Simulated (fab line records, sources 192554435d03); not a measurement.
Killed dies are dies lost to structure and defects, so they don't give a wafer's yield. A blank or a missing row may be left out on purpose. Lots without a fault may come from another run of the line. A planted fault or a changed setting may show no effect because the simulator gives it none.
Problem report in the 8D (eight disciplines) form, filled by code | flow n5_finfet | the parts of the form that need people (team, actions taken, sign-off) are left out

1. THE PROBLEM
run_length_s at N5_BEOL_M0_SAQP_PECVD_96 reads a mean of 84.5 s on 2 wafers of 1 lot; wafers without a fault read 81.3 s with a standard deviation of 0.55. That is +5.9 standard deviations from the usual mean.
The step: deposits a-Si from SiH4/He, target thk 45 nm, time 45.2 s.
First seen on wafer L680.4, day 9 04:39, on pecvd-03. The record holds 26 wafers of 9 lots with a number at this step. Rule for "out", or "out of limits": more than 4 standard deviations from the usual mean. The other wafers with a number count as sound.

2. WHAT IT IS AND WHAT IT IS NOT
question                    | is                     | is not
which readings at this step | run_length_s           | heater_power_w, showerhead_plenum_p_Torr, throttle_valve_pct
which lots                  | L680                   | L667, L671, L673, L674, L675, L677, L686, L687
which wafers of those lots  | all that have a number | -
read on which tools         | pecvd-03               | pecvd-01, pecvd-04
when                        | from day 9 04:39       | up to then (18 sound wafers); but 6 sound wafers of L686, L687 came after

3. SUSPECTS, AND WHAT RULES EACH OUT
Counting: a tool at a process step up to the reading stays a suspect if it ran every lot that is out and no sound lot after the first of them.
- rie_diel-04 at N5_MOL_CONTACT_COAG_ETCHBACK_136 (etches SiO2 in CHF3, target depth 25 nm, time 16.7 s): kept. It ran the lot that is out, L680 (day 8 22:35), and no sound lot after that; its last sound lot up to then is L675 (day 7 18:01).
- rie_diel-04 at N5_MOL_CONTACT_COAG_VIA_ETCH_117 (etches SiO2 in C4F6/O2, target depth 40 nm, overetch 8 nm, time 26 s): kept. It ran the lot that is out, L680 (day 8 22:37), and no sound lot after that; its last sound lot up to then is L675 (day 7 18:03).
- cvd_w-01 at N5_MOL_CONTACT_COAG_CVD_140 (deposits W, target thk 66.5 nm, time 215 s): ruled out as a lasting fault. Sound lots L686 ran on it after its first lot that is out, L680 (day 8 23:11).
- pecvd-03 at N5_BEOL_M0_SAQP_PECVD_96 (deposits a-Si from SiH4/He, target thk 45 nm, time 45.2 s): kept. It ran the lot that is out, L680 (day 9 04:39), and no sound lot after that; its last sound lot up to then is L677 (day 8 19:47). Its own readings are out on those wafers: run_length_s.
Left after counting: rie_diel-04 at N5_MOL_CONTACT_COAG_ETCHBACK_136, rie_diel-04 at N5_MOL_CONTACT_COAG_VIA_ETCH_117, pecvd-03 at N5_BEOL_M0_SAQP_PECVD_96.

4. THE CAUSE (what the simulator had put in)
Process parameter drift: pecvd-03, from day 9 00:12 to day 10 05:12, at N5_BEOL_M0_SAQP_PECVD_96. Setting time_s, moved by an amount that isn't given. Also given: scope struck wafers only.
Counting left 3 suspects, and this tool is among them.

5. THE CHAIN OF EFFECTS, in route order
Each row: a reading whose mean over the struck wafers that have a number lies more than 3 standard deviations from the usual. Only readings for which the record gives a usual standard deviation are gone through. hours: the time from each lot's start at the first step in this table that gives one to its start at this step, as a median over the lots. sigmas: the change in usual standard deviations.
hours | step                     | reading      | usual  | on struck wafers | change | sigmas
0     | N5_BEOL_M0_SAQP_PECVD_96 | run_length_s | 81.3 s | 84.5             | +3.2   | +5.9
The process steps in it:
- N5_BEOL_M0_SAQP_PECVD_96: deposits a-Si from SiH4/He, target thk 45 nm, time 45.2 s.
Later measuring or inspecting steps at which every struck wafer that the step has a row for has a number for every such reading, and none has moved that far: N5_BEOL_M4_RC_MEAS_101.

6. WHAT WOULD HAVE CAUGHT IT SOONER
In this record the first reading out of limits was taken at day 9 04:39, 4 hours after the fault began at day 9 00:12.
